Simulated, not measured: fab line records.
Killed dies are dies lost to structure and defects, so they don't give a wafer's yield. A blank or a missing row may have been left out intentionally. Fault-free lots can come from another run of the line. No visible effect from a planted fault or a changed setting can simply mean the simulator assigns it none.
Chamber matching ; flow n5_finfet ; N5_BEOL_M4_ETCH_70 on rie_diel-01 has 4 sister chambers
The step etches SOC in N2/H2, target depth 80 nm, overetch 24 nm, time 130 s. 4 wafers are shown with their chamber, then 12 later ones without.

== EACH WAFER AND ITS CHAMBER ==
wafer;chamber;showerhead_plenum_p_Torr (Torr)
L083.1;2;2.52
L089.1;0;2.69
L089.2;3;2.51
L089.5;1;2.48

== WAFERS MISSING THEIR CHAMBER ==
wafer;showerhead_plenum_p_Torr (Torr)
L088.1;2.50
L088.5;2.69
L088.6;2.47
L092.3;2.47
L092.5;2.50
L092.6;2.51
L093.1;2.50
L093.3;2.68
L093.6;2.68
L096.1;2.51
L096.5;2.47
L096.6;2.68

== WHICH CHAMBER EACH WENT THROUGH ==
wafer;from the rows above;in truth
L088.1;can't be placed: 3 or 1 or 2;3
L088.5;0;0
L088.6;1;1
L092.3;1;1
L092.5;can't be placed: 3 or 1 or 2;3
L092.6;can't be placed: 3 or 2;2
L093.1;can't be placed: 3 or 1 or 2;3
L093.3;0;0
L093.6;0;0
L096.1;can't be placed: 3 or 2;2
L096.5;1;1
L096.6;0;0
Correctly placed: 7 of 12. From these rows, 5 cannot be placed; in 5 the true chamber is one of the candidates. Number placed wrongly: 0.
How it was worked out, from the rows above alone: a wafer's distance from a chamber is the root of the sum, over the readings, of the square of ((its reading less the chamber's mean) divided by the reading's scatter). The wafer belongs to the nearest chamber; if the next one is less than 2 further off, it can't be placed. A chamber's mean is the mean of its shown wafers. The scatter: root of mean squared gap, hidden wafer to nearest shown wafer, with one shown wafer a chamber.
